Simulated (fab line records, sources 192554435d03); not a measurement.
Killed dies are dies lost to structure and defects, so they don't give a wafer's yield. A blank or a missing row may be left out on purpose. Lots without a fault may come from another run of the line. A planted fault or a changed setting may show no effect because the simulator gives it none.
Chamber matching | flow n5_finfet | N5_PMOS_HMC_CHANNEL_EPI_HM_OPEN_15 on rie_diel-01: 4 sister chambers
The step chemistry CHF3/O2, target SiO2, target depth 40.6 nm, time 20.3 s. 18 wafers are shown with their chamber, then 9 later ones without.

WAFERS WITH THEIR CHAMBER
wafer  | chamber | drypump_motor_current_A (A) | showerhead_plenum_p_Torr (Torr) | rf_vpp_V (V)
L076.1 | 3       | 5.6                         | 2.53                            | 534
L076.3 | 2       | 5.2                         | 2.34                            | 528
L076.5 | 3       | 5.6                         | 2.53                            | 536
L077.1 | 1       | 5.8                         | 2.37                            | 509
L077.2 | 2       | 5.2                         | 2.34                            | 530
L077.3 | 0       | 4.9                         | 2.40                            | 517
L079.3 | 0       | 5.0                         | 2.40                            | 516
L079.5 | 1       | 5.8                         | 2.37                            | 509
L079.6 | 0       | 5.0                         | 2.40                            | 517
L083.2 | 3       | 5.6                         | 2.53                            | 535
L083.5 | 3       | 5.6                         | 2.53                            | 535
L083.6 | 2       | 5.2                         | 2.34                            | 529
L088.2 | 0       | 5.0                         | 2.40                            | 519
L088.5 | 0       | 5.0                         | 2.40                            | 517
L088.6 | 1       | 5.8                         | 2.36                            | 509
L092.4 | 1       | 5.8                         | 2.36                            | 508
L092.5 | 1       | 5.8                         | 2.36                            | 509
L092.6 | 2       | 5.2                         | 2.33                            | 529

SIGNATURES (means of the wafers above)
reading                  | chamber 0 | chamber 1 | chamber 2 | chamber 3 | scatter within a chamber
drypump_motor_current_A  | 4.980     | 5.800     | 5.200     | 5.600     | 0.0239
showerhead_plenum_p_Torr | 2.4000    | 2.3640    | 2.3375    | 2.5300    | 0.00373
rf_vpp_V                 | 517.20    | 508.80    | 529.00    | 535.00    | 0.828
Rule: a wafer's distance from a chamber is the root of the sum, over the readings, of the square of ((its reading less the chamber's mean) divided by the reading's scatter). The wafer belongs to the nearest chamber; if the next one is less than 2 further off, it can't be placed. The scatter: the root of (the sum of the squares of (reading less its chamber's mean) over the shown wafers, divided by (wafers less chambers)).

WAFERS WITHOUT THEIR CHAMBER
wafer  | drypump_motor_current_A (A) | showerhead_plenum_p_Torr (Torr) | rf_vpp_V (V)
L093.1 | 5.8                         | 2.36                            | 510
L093.2 | 5.0                         | 2.39                            | 517
L093.6 | 5.8                         | 2.36                            | 510
L095.1 | 5.2                         | 2.33                            | 528
L095.3 | 5.8                         | 2.36                            | 508
L095.4 | 5.5                         | 2.52                            | 536
L096.3 | 5.2                         | 2.33                            | 529
L096.4 | 5.6                         | 2.52                            | 535
L096.6 | 5.2                         | 2.33                            | 529

WHICH CHAMBER EACH WENT THROUGH
wafer  | from the rows above | in truth
L093.1 | 1                   | 1
L093.2 | 0                   | 0
L093.6 | 1                   | 1
L095.1 | 2                   | 2
L095.3 | 1                   | 1
L095.4 | 3                   | 3
L096.3 | 2                   | 2
L096.4 | 3                   | 3
L096.6 | 2                   | 2
Placed correctly: 9 of 9. Can't be placed from these rows: 0. Placed wrongly: 0.
